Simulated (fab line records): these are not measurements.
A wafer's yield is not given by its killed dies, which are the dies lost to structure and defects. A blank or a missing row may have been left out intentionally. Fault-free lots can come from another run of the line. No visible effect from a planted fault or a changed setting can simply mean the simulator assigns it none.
Matching of chambers ; flow nand-harc ; rie-diel-01 running NHARC_THIN_TSV_ETCH_44: 4 sister chambers
The step etches the open film in CF4/O2, target depth 1594.2 nm, time 797.1 s. 16 wafers are shown with their chamber, then 8 later ones without.

WAFERS WITH THEIR CHAMBER
wafer;chamber;showerhead-plenum-p-Torr (Torr);drypump-motor-current-A (A);rf-vpp-V (V)
L417.2;1;1.87;5.9;796
L417.5;0;1.75;5.8;789
L417.6;3;1.93;6.7;800
L422.2;1;1.87;5.9;797
L422.5;3;1.93;6.7;799
L422.6;0;1.75;5.7;789
L425.2;1;1.87;5.9;796
L425.3;2;1.79;5.3;791
L425.5;3;1.93;6.7;800
L427.1;1;1.87;5.9;797
L427.3;3;1.93;6.7;799
L427.5;0;1.75;5.8;788
L429.4;0;1.75;5.8;788
L429.5;0;1.74;5.8;789
L429.6;1;1.87;5.9;798
L433.1;3;1.93;6.7;800

SIGNATURES (means of the wafers above)
reading;chamber 0;chamber 1;chamber 2;chamber 3;scatter within a chamber
showerhead-plenum-p-Torr;1.7480;1.8700;1.7900;1.9300;0.00258
drypump-motor-current-A;5.780;5.900;5.300;6.700;0.0258
rf-vpp-V;788.60;796.80;791.00;799.60;0.658
Rule: a wafer lies at a distance from a chamber equal to the root of the sum of squares, over the readings, of (its reading less the chamber's mean, divided by the reading's scatter). The wafer belongs to the nearest chamber; if the next one is less than 2 further off, it can't be placed. The scatter: take each reading less its chamber's mean, square it, sum over the shown wafers, divide by the number of wafers less the number of chambers, and take the root.

WAFERS WHOSE CHAMBER IS MISSING
wafer;showerhead-plenum-p-Torr (Torr);drypump-motor-current-A (A);rf-vpp-V (V)
L433.3;1.87;5.9;797
L433.5;1.79;5.3;791
L438.1;1.79;5.3;793
L438.4;1.74;5.8;789
L438.5;1.79;5.3;792
L439.2;1.79;5.3;792
L439.3;1.87;5.9;797
L439.5;1.74;5.8;789

CHAMBER TAKEN BY EACH
wafer;from the rows above;in truth
L433.3;1;1
L433.5;2;2
L438.1;2;2
L438.4;0;0
L438.5;2;2
L439.2;2;2
L439.3;1;1
L439.5;0;0
Placed correctly: 8 of 8. Number that these rows cannot place: 0. Number placed wrongly: 0.
